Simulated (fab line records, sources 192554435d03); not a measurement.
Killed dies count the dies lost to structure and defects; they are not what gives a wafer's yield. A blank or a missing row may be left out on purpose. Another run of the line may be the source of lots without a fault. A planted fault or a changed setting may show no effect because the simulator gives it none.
Matching of chambers ; flow n5-finfet ; 4 sister chambers for N5_BEOL_M0_STRIP_142 on rie-diel-03
The step strips in N2/H2, time 10 s. 14 wafers are shown with their chamber, then 7 later ones without.

== WAFERS, EACH WITH ITS CHAMBER ==
wafer;chamber;drypump-motor-current-A (A);throttle-valve-pct (%);showerhead-plenum-p-Torr (Torr)
L075.1;1;6.3;23.02;2.56
L075.4;2;5.6;23.75;2.47
L075.6;0;5.2;23.49;2.65
L080.1;0;5.1;23.50;2.65
L080.3;3;5.7;23.57;2.46
L080.4;2;5.6;23.76;2.46
L085.3;2;5.6;23.80;2.46
L085.5;0;5.2;23.50;2.64
L085.6;1;6.3;23.04;2.55
L087.1;2;5.6;23.80;2.46
L087.4;3;5.7;23.61;2.45
L087.5;1;6.3;23.05;2.55
L092.2;1;6.3;23.09;2.54
L092.3;2;5.6;23.81;2.45

SIGNATURES (averages over the wafers above)
reading;chamber 0;chamber 1;chamber 2;chamber 3;scatter within a chamber
drypump-motor-current-A;5.167;6.300;5.600;5.700;0.0258
throttle-valve-pct;23.4967;23.0500;23.7840;23.5900;0.0253
showerhead-plenum-p-Torr;2.6467;2.5500;2.4600;2.4550;0.00719
Rule: a wafer lies at a distance from a chamber equal to the root of the sum of squares, over the readings, of (its reading less the chamber's mean, divided by the reading's scatter). The wafer belongs to the nearest chamber; if the next one is less than 2 further off, it can't be placed. How the scatter is found: for the shown wafers, subtract from each reading the mean of its chamber, square and add these, divide the total by (wafers less chambers), then take the root.

== WAFERS WITH NO CHAMBER GIVEN ==
wafer;drypump-motor-current-A (A);throttle-valve-pct (%);showerhead-plenum-p-Torr (Torr)
L092.6;5.1;23.54;2.63
L093.1;6.3;23.08;2.54
L093.3;5.2;23.53;2.63
L093.5;5.6;23.80;2.45
L094.3;5.2;23.54;2.63
L094.5;6.3;23.09;2.54
L094.6;5.6;23.80;2.45

== WHICH CHAMBER EACH WENT THROUGH ==
wafer;from the rows above;in truth
L092.6;0;0
L093.1;1;1
L093.3;0;0
L093.5;2;2
L094.3;0;0
L094.5;1;1
L094.6;2;2
Correct placement for 7 of the 7. Can't be placed from these rows: 0. Number placed wrongly: 0.
